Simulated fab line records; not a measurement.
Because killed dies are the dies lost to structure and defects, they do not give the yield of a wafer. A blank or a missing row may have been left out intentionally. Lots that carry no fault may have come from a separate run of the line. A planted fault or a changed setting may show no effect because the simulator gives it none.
3 desks looking at one fault    flow n5Finfet    numbers are kept per desk, each desk with only its own; the story behind them comes last

THE DEFECT DESK
For each lot, the counts of the inspections along the route, averaged over the sampled wafers that have a number. If a lot's mean is further than 4 standard deviations from the usual mean, the lot is out of limits and carries the mark OUT (the distance appears in the brackets).
Columns: A = rawDefectCount at N5_HKMG_FIN_INSPECT_61, usual 2.0
lot   first seen here  A
L751  day 5 04:23      2.3
L757  day 6 08:59      1.0
L758  day 6 14:57      1.3
L763  day 7 19:53      1.0
L766  day 8 13:48      1.7
L767  day 8 22:23      4.0
This desk's verdict: no lot among the 6 shows anything out of limits.

AT THE METROLOGY DESK
Means of the sampled wafers that have a number, per lot and without regard to the tool the lot ran on: this is what the gauges read. If a lot's mean is further than 4 standard deviations from the usual mean, the lot is out of limits and carries the mark OUT (the distance appears in the brackets). Shown here are 7 of its 12 readings, the ones lying furthest out on some lot.
Columns: A = DIBL_N at N5_BEOL_M4_RC_MEAS_101, usual 36.3 mV/V; B = DIBL_P at N5_BEOL_M4_RC_MEAS_101, usual 36.3 mV/V; C = IOFF_P at N5_BEOL_M4_RC_MEAS_101, usual 0.22 nA/um; D = ION_N at N5_BEOL_M4_RC_MEAS_101, usual 675 uA/um; E = ION_P at N5_BEOL_M4_RC_MEAS_101, usual 465 uA/um; F = SS_P at N5_BEOL_M4_RC_MEAS_101, usual 73.3 mV/dec; G = VT_P at N5_BEOL_M4_RC_MEAS_101, usual -249 mV
lot   first seen here  A     B     C     D    E    F     G
L751  day 5 04:20      37.3  35.9  0.21  670  460  73.2  -249
L757  day 6 08:56      33.1  34.2  0.19  661  460  72.5  -247
L758  day 6 14:53      36.2  34.4  0.21  678  464  72.9  -250
L763  day 7 19:50      37.3  37.7  0.23  677  468  73.5  -248
L766  day 8 13:44      35.8  34.6  0.16  660  448  73.8  -257
L767  day 8 22:20      35.2  36.6  0.20  662  462  72.9  -251
This desk's verdict: no lot among the 6 shows anything out of limits.

FOR THE TOOL OWNER'S DESK: rieDiel-03
The tool's own readings at N5_HKMG_FIN_ETCH_54 (etches SiARC in CF4, target depth 45.5 nm, time 75.8 s): means of the sampled wafers that have a number, for each lot that ran on this tool. If a lot's mean is further than 4 standard deviations from the usual mean, the lot is out of limits and carries the mark OUT (the distance appears in the brackets). It has 8 readings, of which 7 appear: the earliest out of limits, and the ones furthest out on some lot.
Columns: A = biasW at N5_HKMG_FIN_ETCH_54, usual 35.99 W; B = chamberPressureMTorr at N5_HKMG_FIN_ETCH_54, usual 40.01 mTorr; C = etchRfOnTimeS at N5_HKMG_FIN_ETCH_54, usual 75.8 s; D = oesProductAu at N5_HKMG_FIN_ETCH_54, usual 0.69 a.u.; E = rfVppV at N5_HKMG_FIN_ETCH_54, usual 184.3 V; F = showerheadPlenumPTorr at N5_HKMG_FIN_ETCH_54, usual 2.16 Torr; G = throttleValvePct at N5_HKMG_FIN_ETCH_54, usual 15.68 %
lot   first seen here  A                B      C     D     E                 F     G
L751  day 5 04:28      36.06            39.99  76.4  0.65  184.4             2.17  15.78
L757  day 6 09:16      30.96 (-50) OUT  40.00  79.6  0.63  167.7 (-14) OUT   2.22  15.85
L758  day 6 15:01      33.49 (-25) OUT  40.02  78.3  0.69  176.6 (-6.4) OUT  2.25  15.63
Finding of this desk: L757, L758 out of limits; the first was L757 at day 6 09:16, on biasW at N5_HKMG_FIN_ETCH_54. L751: within limits.

ALL TOGETHER
An alarm could have come from the tool owner's desk at day 6 09:16, on L757, L758.
The defect desk saw nothing out of limits.
The metrology desk saw nothing out of limits.
The defect desk has L757, L758 on record, within its limits.
The metrology desk holds a record of L757, L758, inside its limits.
All the named lots went through N5_HKMG_FIN_ETCH_54 on rieDiel-03.

WHAT HAD BEEN PUT IN BY THE SIMULATOR
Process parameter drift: rieDiel-03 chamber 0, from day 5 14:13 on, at N5_HKMG_FIN_ETCH_54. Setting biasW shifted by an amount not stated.
Struck lots among those shown: L757, L758.
Each desk's first reading out of limits, in hours after the fault started: the tool owner's desk, 19.
